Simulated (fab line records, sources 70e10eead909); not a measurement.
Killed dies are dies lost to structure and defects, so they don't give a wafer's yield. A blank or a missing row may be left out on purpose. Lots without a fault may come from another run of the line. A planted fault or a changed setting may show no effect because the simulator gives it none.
Chamber matching | flow nand_harc | NHARC_A_STAIRCASE_STRIP_476 on rie_diel-02: 4 sister chambers
The step strips in O2, time 20 s. 16 wafers are shown with their chamber, then 8 later ones without.

WAFERS WITH THEIR CHAMBER
wafer  | chamber | showerhead_plenum_p_Torr (Torr) | drypump_motor_current_A (A) | oes_product_au (a.u.)
L078.2 | 0       | 3.54                            | 5.1                         | 1.014
L078.5 | 0       | 3.54                            | 5.1                         | 1.011
L078.6 | 1       | 3.64                            | 6.0                         | 1.006
L079.1 | 2       | 3.39                            | 5.9                         | 0.993
L079.4 | 1       | 3.64                            | 6.0                         | 1.001
L079.6 | 3       | 3.53                            | 6.2                         | 1.015
L081.1 | 3       | 3.53                            | 6.2                         | 1.012
L081.2 | 1       | 3.64                            | 6.0                         | 0.989
L081.5 | 3       | 3.53                            | 6.2                         | 1.008
L084.4 | 2       | 3.38                            | 5.9                         | 0.994
L084.5 | 0       | 3.54                            | 5.0                         | 1.001
L084.6 | 3       | 3.52                            | 6.2                         | 1.001
L083.1 | 3       | 3.52                            | 6.1                         | 1.009
L083.2 | 1       | 3.64                            | 6.0                         | 0.986
L083.5 | 1       | 3.64                            | 6.0                         | 0.992
L082.1 | 0       | 3.54                            | 5.1                         | 1.009

SIGNATURES (means of the wafers above)
reading                  | chamber 0 | chamber 1 | chamber 2 | chamber 3 | scatter within a chamber
showerhead_plenum_p_Torr | 3.5400    | 3.6400    | 3.3850    | 3.5260    | 0.00376
drypump_motor_current_A  | 5.075     | 6.000     | 5.900     | 6.180     | 0.0359
oes_product_au           | 1.00875   | 0.99480   | 0.99350   | 1.00900   | 0.00636
Rule: a wafer's distance from a chamber is the root of the sum, over the readings, of the square of ((its reading less the chamber's mean) divided by the reading's scatter). The wafer belongs to the nearest chamber; if the next one is less than 2 further off, it can't be placed. The scatter: the root of (the sum of the squares of (reading less its chamber's mean) over the shown wafers, divided by (wafers less chambers)).

WAFERS WITHOUT THEIR CHAMBER
wafer  | showerhead_plenum_p_Torr (Torr) | drypump_motor_current_A (A) | oes_product_au (a.u.)
L082.2 | 3.52                            | 6.2                         | 1.021
L082.5 | 3.64                            | 6.0                         | 0.999
L089.1 | 3.37                            | 5.9                         | 0.989
L089.3 | 3.52                            | 6.2                         | 1.009
L089.6 | 3.52                            | 6.2                         | 1.006
L094.2 | 3.37                            | 5.9                         | 0.984
L094.4 | 3.63                            | 6.0                         | 0.984
L094.5 | 3.37                            | 5.9                         | 0.991

WHICH CHAMBER EACH WENT THROUGH
wafer  | from the rows above | in truth
L082.2 | 3                   | 3
L082.5 | 1                   | 1
L089.1 | 2                   | 2
L089.3 | 3                   | 3
L089.6 | 3                   | 3
L094.2 | 2                   | 2
L094.4 | 1                   | 1
L094.5 | 2                   | 2
Placed correctly: 8 of 8. Can't be placed from these rows: 0. Placed wrongly: 0.
